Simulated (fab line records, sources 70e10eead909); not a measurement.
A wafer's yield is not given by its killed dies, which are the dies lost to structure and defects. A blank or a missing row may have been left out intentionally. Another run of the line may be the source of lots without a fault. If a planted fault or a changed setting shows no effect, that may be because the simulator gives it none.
Matching of chambers	flow nandHarc	rieDiel-01 running NHARC_P_GATE_DESCUM_31: 4 sister chambers
The step chemistry O2, time 3 s. 22 wafers are shown with their chamber, then 11 later ones without.

== WAFERS WITH THEIR CHAMBER ==
wafer	chamber	showerheadPlenumPTorr (Torr)	drypumpMotorCurrentA (A)	oesProductAu (a.u.)
L077.1	2	2.06	5.9	1.016
L077.2	3	1.96	4.7	1.005
L077.3	1	2.05	5.2	1.003
L079.2	1	2.05	5.1	0.995
L079.5	0	1.83	4.8	0.993
L079.6	3	1.96	4.8	0.999
L080.1	1	2.05	5.1	0.988
L080.2	2	2.06	5.9	1.011
L080.4	3	1.96	4.8	1.002
L081.1	0	1.83	4.8	0.991
L081.3	3	1.95	4.8	0.993
L081.5	3	1.96	4.7	0.996
L082.2	1	2.05	5.1	0.994
L082.4	2	2.06	5.9	1.015
L082.5	2	2.06	5.9	1.006
L083.1	3	1.95	4.8	0.989
L083.2	0	1.83	4.8	0.993
L083.4	3	1.95	4.7	0.989
L086.1	3	1.95	4.8	1.005
L086.2	2	2.06	5.9	1.003
L086.5	3	1.95	4.7	1.006
L088.3	0	1.83	4.8	1.000

SIGNATURES (averages over the wafers above)
reading	chamber 0	chamber 1	chamber 2	chamber 3	scatter within a chamber
showerheadPlenumPTorr	1.8300	2.0500	2.0600	1.9544	0.00351
drypumpMotorCurrentA	4.800	5.125	5.900	4.756	0.0406
oesProductAu	0.99425	0.99500	1.01020	0.99822	0.00604
Rule: for each reading, subtract the chamber's mean from the wafer's reading, divide by that reading's scatter and square the result; add these up over the readings and take the root, which gives the wafer's distance from the chamber. The wafer belongs to the nearest chamber; if the next one is less than 2 further off, it can't be placed. The scatter: the root of (the sum of the squares of (reading less its chamber's mean) over the shown wafers, divided by (wafers less chambers)).

== WAFERS WHOSE CHAMBER IS MISSING ==
wafer	showerheadPlenumPTorr (Torr)	drypumpMotorCurrentA (A)	oesProductAu (a.u.)
L088.5	2.05	5.1	0.995
L088.6	1.83	4.8	1.001
L090.2	2.05	5.1	0.988
L090.5	1.83	4.8	0.992
L090.6	2.05	5.1	0.986
L094.1	2.05	5.1	1.002
L094.3	2.06	5.8	1.003
L094.6	2.05	5.1	0.989
L095.3	1.83	4.8	1.006
L095.4	2.05	5.1	0.995
L095.5	2.05	5.1	0.996

== WHICH CHAMBER EACH WENT THROUGH ==
wafer	from the rows above	in truth
L088.5	1	1
L088.6	0	0
L090.2	1	1
L090.5	0	0
L090.6	1	1
L094.1	1	1
L094.3	2	2
L094.6	1	1
L095.3	0	0
L095.4	1	1
L095.5	1	1
Correctly placed: 11 of 11. Can't be placed from these rows: 0. 0 placed wrongly.
